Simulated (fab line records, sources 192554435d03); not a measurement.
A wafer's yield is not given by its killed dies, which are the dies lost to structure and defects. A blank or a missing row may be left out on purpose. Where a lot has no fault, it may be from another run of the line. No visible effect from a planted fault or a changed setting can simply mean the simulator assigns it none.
Matching of chambers	flow n5Finfet	N5_BEOL_M11_CURE_72 on uvCure-01 has 3 sister chambers
The step cures SiCOH lowk, time 120 s. 6 wafers are shown with their chamber, then 9 later ones without.

WAFERS, EACH WITH ITS CHAMBER
wafer	chamber	wafer_temp_C_max	lampPowerPct (%)
L075.4	2	373.5	52.40
L075.6	2	373.4	52.16
L085.5	0	371.8	52.36
L085.6	0	372.0	52.29
L084.2	1	371.6	52.33
L084.4	1	371.0	52.24

WAFERS WHOSE CHAMBER IS MISSING
wafer	wafer_temp_C_max	lampPowerPct (%)
L087.3	372.2	52.29
L087.5	371.6	52.32
L087.6	371.7	52.29
L091.1	371.1	52.28
L091.3	371.4	52.35
L091.5	371.5	52.34
L081.1	371.6	52.28
L081.4	371.3	52.25
L081.5	371.5	52.33

CHAMBER TAKEN BY EACH
wafer	from the rows above	in truth
L087.3	0	0
L087.5	can't be placed: 0 or 1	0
L087.6	can't be placed: 0 or 1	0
L091.1	1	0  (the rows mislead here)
L091.3	can't be placed: 1 or 0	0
L091.5	can't be placed: 1 or 0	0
L081.1	can't be placed: 1 or 0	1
L081.4	1	1
L081.5	can't be placed: 1 or 0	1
2 of 9 placed correctly. Unplaceable from these rows: 6, with the true chamber sitting among the candidates in 6. Number placed wrongly: 1.
How it was worked out, from the rows above alone: a wafer's distance from a chamber is the root of the sum, over the readings, of the square of ((its reading less the chamber's mean) divided by the reading's scatter). The wafer belongs to the nearest chamber; if the next one is less than 2 further off, it can't be placed. A chamber's mean is the mean of its shown wafers. The scatter: take each reading less its chamber's mean, square it, sum over the shown wafers, divide by the number of wafers less the number of chambers, and take the root.
